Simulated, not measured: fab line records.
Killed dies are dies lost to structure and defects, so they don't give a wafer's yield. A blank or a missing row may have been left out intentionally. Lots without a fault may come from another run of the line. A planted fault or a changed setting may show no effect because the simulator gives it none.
A struck lot beside a sound one | flow n5Finfet | 40 steps out of a route of 1938
Sound: these wafers, L799.1, L799.2, L799.3. Struck: wafer L802.3 (left out: L802.2, L802.5 of the same lot, which were not struck); the cause appears at the end.
For every step that has rows: the tool of each side, followed by ch and its chambers, followed by its first start. Under that, the readings that differ: sound wafers | struck wafers | difference of the means | sigmas: that difference in standard deviations of wafers without a fault.
alike: words and numbers the same on both sides, and readings whose means are apart by under 2 such deviations; not compared: readings that were withheld, readings missing a value for some wafer, numbers with overlapping values and no deviation given by the record, and bounds like >300 which may hide the same value.
Wherever a step has rows on one side only, a row that says differs or no value, or a row with sigmas, the two part there. Numbers that have no deviation but don't overlap get no sigmas and don't part them. A reading that every wafer of one side lacks parts them only if that side has two wafers or more.

first, 11 steps without rows for these wafers: N5_HKMG_FIN_STRIP_60 (strips in N2/H2, time 360 s); N5_HKMG_FIN_WET_ETCH_77 (etches La2O3 in dHCl, stops on HfO2, target depth 2 nm); N5_HKMG_FIN_WET_ETCH_78 (etches Al2O3 in dNH4OH, stops on La2O3, target depth 4.5 nm, rinse time 30 s); N5_HKMG_FIN_ALD_79 (deposits TiN, target thk 1.5 nm, pulse time 1 s, purge time 3 s); N5_HKMG_FIN_CVD_62 (deposits a-Si from Si2H6, target thk 3 nm, time 20.8 s); N5_HKMG_FIN_RTA_80 (time 2 s); N5_HKMG_FIN_PRECLEAN_64 (cleans in dHF, time 30 s); N5_HKMG_FIN_WET_ETCH_65 (etches a-Si in TMAH, stops on TiN, time 49 s, target depth 3 nm); N5_HKMG_FIN_WET_ETCH_81 (etches TiN in SC1, stops on HfO2, time 57 s, target depth 6 nm); N5_HKMG_FIN_WET_ETCH_82 (etches La2O3 in dHCl, stops on HfO2, target depth 2 nm, rinse time 30 s); N5_HKMG_FIN_ALD_36 (deposits TiN, target thk 1 nm, pulse time 1 s, purge time 3 s).
N5_HKMG_FIN_PWFM_ALD_03: deposits TiN, target thk 2 nm, pulse time 1 s, purge time 3 s.
  sound on aldMetal-02 ch 0,1,2, day 5 08:28; struck on aldMetal-02 ch 3, day 6 06:44
reading                                      | sound    | struck | difference | sigmas
aldCycles                                    | 91 91 91 | 173    | +82        | 
model.TiN_of_HKMG_FIN_PWFM_ALD_03.thkNm (nm) | 2 2 2    | 3.8    | +1.8       | 
  alike: heaterPowerW, precursorPulseHeightRel
then, 26 steps without rows for these wafers: N5_HKMG_FIN_COAT_29 (time 60 s, resist thk 300 nm); N5_HKMG_FIN_COAT_30 (time 60 s, resist thk 35 nm); N5_HKMG_FIN_COAT_06 (resist thk 90 nm); N5_HKMG_FIN_EBR_08; N5_HKMG_FIN_SOFTBAKE_07 (time 60 s); N5_HKMG_FIN_EXPOSE_09 (exposes mask NWFM); N5_HKMG_FIN_PEB_10 (peb time 60 s); N5_HKMG_FIN_DEVELOP_11 (develop time 30 s); N5_HKMG_FIN_DESCUM_17 (chemistry O2, time 7.9 s); N5_HKMG_FIN_ETCH_31 (etches SiARC in CF4, target depth 45.5 nm, time 75.8 s); N5_HKMG_FIN_ETCH_32 (etches SOC in N2/H2, target depth 240 nm, time 300 s); N5_HKMG_FIN_STRIP_33 (strips in N2/H2); N5_HKMG_FIN_STRIP_34 (strips in CF4); N5_HKMG_FIN_ETCH_35 (etches SOC in N2/H2, target depth 215.8 nm, time 243.4 s); N5_HKMG_FIN_STRIP_92 (strips SOC in N2/H2, time 20 s); N5_HKMG_FIN_WET_ETCH_18 (etches TiN in SC1, time 55 s, target depth 5.2 nm, rinse time 30 s); N5_HKMG_FIN_STRIP_19 (strips in N2/H2, time 360 s); N5_HKMG_FIN_ALD_91 (deposits TiN, target thk 1 nm, pulse time 1 s, purge time 3 s); N5_HKMG_FIN_COAT_85 (time 60 s, resist thk 300 nm); N5_HKMG_FIN_ETCH_86 (etches SOC in N2/H2, stops on TiN, target depth 393.2 nm); N5_HKMG_FIN_STRIP_89 (strips SOC in N2/H2, time 20 s); N5_HKMG_FIN_WET_ETCH_87 (etches TiN in SC1, time 154.2 s, target depth 4.7 nm, rinse time 30 s); N5_HKMG_FIN_STRIP_88 (strips in N2/H2, time 360 s); N5_HKMG_FIN_NWFM_ALD_20 (deposits TiAlC, target thk 2 nm, pulse time 3 s, purge time 2 s); N5_HKMG_FIN_ALD_71 (deposits TiN, target thk 1 nm, pulse time 1 s, purge time 3 s); N5_HKMG_FIN_COAT_66 (time 60 s, resist thk 300 nm).
-- record jumps: 4 days separate the struck wafers' starts on either side; left off in module HKMG_FIN, taken up again in module BEOL_M4, whose first shown step is the route's number 1111 --
N5_BEOL_M4_RC_MEAS_101:
  sound on prober-02 ch 0, day 9 03:44; struck on prober-02 ch 0, day 10 06:17
reading             | sound                      | struck   | difference | sigmas
IOFF_N (nA/um)      | 0.16 0.18 0.15             | 0.01     | -0.15      | -3
IOFF_N_85C (nA/um)  | 3.0 3.3 2.9                | 0.4      | -2.7       | -4
IOFF_N_LIN (nA/um)  | 0.074 0.082 0.070          | 0.008    | -0.067     | -4
IOFF_N_LONG (nA/um) | 5.83e-05 5.93e-05 5.88e-05 | 2.38e-05 | -3.50e-05  | -13
IOFF_P (nA/um)      | 0.21 0.22 0.19             | 1.13     | +0.92      | +19
IOFF_P_85C (nA/um)  | 3.7 3.9 3.4                | 15.3     | +11.6      | +17
IOFF_P_LIN (nA/um)  | 0.101 0.106 0.094          | 0.609    | +0.509     | +30
IOFF_P_LONG (nA/um) | 0.000106 0.000106 0.000116 | 0.000352 | +0.000243  | +33
ION_N (uA/um)       | 684 697 687                | 539      | -150       | -8
ION_P (uA/um)       | 469 476 471                | 543      | +71        | +6
SS_P (mV/dec)       | 73.3 73.4 73.1             | 71.2     | -2.1       | -2
VT_N (mV)           | 249 247 249                | 309      | +61        | +13
VT_N_LONG (mV)      | 272.0 271.9 269.6          | 327.4    | +56.2      | +27
VT_N_LVT (mV)       | 98 96 98                   | 158      | +61        | +13
VT_P (mV)           | -248 -249 -249             | -194     | +55        | +16
VT_P_LONG (mV)      | -274.0 -276.2 -273.9       | -229.3   | +45.4      | +20
VT_P_LVT (mV)       | -98 -97 -98                | -47      | +51        | +14
  alike: DIBL_N, DIBL_P, SS_N
-- here the record skips 4 days between the struck wafers' starts before and after, leaving off in module BEOL_M4 and picking up in module PASSIVATION (first step shown: number 1936 of the route) --
N5_PASSIVATION_PROBE_49:
  sound on prober-01, day 13 04:16; struck on prober-02, day 14 12:13
reading                | sound     | struck | difference | sigmas
sort_bin_4_leakage (%) | 0 0       | 93.3   | +93.3      | +99 or more
sortNPass              | 1105 1093 | 0      | -1099      | -27
sortYieldPct (%)       | 94 93     | 0      | -94        | -27
  alike: defectLimitedYield, killed_at_M0_to_M3, killed_at_M4_up, killedAtContacts, killedAtFrontEnd, killedAtOther, killedDies, killedOpen, killedShort, sort_bin_5_function, sort_bin_6_memory, sort_bin_8_speed

== WHERE THEY PART ==
Last at N5_PASSIVATION_PROBE_49 as far as this record goes, first at N5_BEOL_M4_RC_MEAS_101.

WHY: whatever the simulator had introduced
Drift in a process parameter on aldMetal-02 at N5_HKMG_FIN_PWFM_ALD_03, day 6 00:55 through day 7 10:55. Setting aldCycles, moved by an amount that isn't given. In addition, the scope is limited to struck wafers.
